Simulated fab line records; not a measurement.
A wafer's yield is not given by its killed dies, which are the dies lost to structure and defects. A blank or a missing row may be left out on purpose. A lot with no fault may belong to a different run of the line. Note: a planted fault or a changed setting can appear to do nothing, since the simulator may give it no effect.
Chamber matching    flow n5Finfet    3 sister chambers for N5_BEOL_M6_CURE_74 on uvCure-02
The step cures SiCOH lowk, time 240 s. 20 wafers are shown with their chamber, then 10 later ones without.

WAFERS WITH THEIR CHAMBER
wafer   chamber  wafer_temp_C_max  lampPowerPct (%)
L074.1  2        386.4             52.26
L074.2  2        387.0             52.31
L074.3  2        386.9             52.36
L080.1  1        386.1             52.31
L080.3  1        386.2             52.34
L080.6  1        386.0             52.32
L080.2  1        386.3             52.23
L080.4  1        385.9             52.27
L080.5  1        386.1             52.25
L081.2  1        386.3             52.25
L081.3  1        386.1             52.27
L081.5  1        386.0             52.31
L090.1  0        387.5             52.17
L090.2  0        387.1             52.32
L090.3  0        387.2             52.29
L093.1  0        387.4             52.27
L093.3  0        387.5             52.31
L093.5  0        387.5             52.31
L093.2  0        387.0             52.35
L093.4  0        386.9             52.30

SIGNATURES (averages over the wafers above)
reading           chamber 0  chamber 1  chamber 2  scatter within a chamber
wafer_temp_C_max  387.262    386.111    386.767    0.213
lampPowerPct      52.2900    52.2833    52.3100    0.0464
Rule: a wafer's distance from a chamber is the root of the sum, over the readings, of the square of ((its reading less the chamber's mean) divided by the reading's scatter). The wafer belongs to the nearest chamber; if the next one is less than 2 further off, it can't be placed. The scatter: take each reading less its chamber's mean, square it, sum over the shown wafers, divide by the number of wafers less the number of chambers, and take the root.

WAFERS MISSING THEIR CHAMBER
wafer   wafer_temp_C_max  lampPowerPct (%)
L093.6  387.6             52.47
L096.1  386.3             52.29
L096.4  386.6             52.31
L096.6  386.7             52.37
L096.2  386.0             52.31
L096.3  385.9             52.30
L096.5  385.8             52.43
L097.2  387.6             52.32
L097.5  386.9             52.27
L097.6  387.6             52.25

THE CHAMBER EACH PASSED THROUGH
wafer   from the rows above      in truth
L093.6  can't be placed: 0 or 2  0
L096.1  can't be placed: 1 or 2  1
L096.4  can't be placed: 2 or 1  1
L096.6  can't be placed: 2 or 0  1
L096.2  1                        1
L096.3  1                        1
L096.5  can't be placed: 1 or 2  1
L097.2  0                        0
L097.5  can't be placed: 2 or 0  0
L097.6  0                        0
4 of 10 placed correctly. Can't be placed from these rows: 6 (the true chamber is among the candidates in 5). 0 placed wrongly.
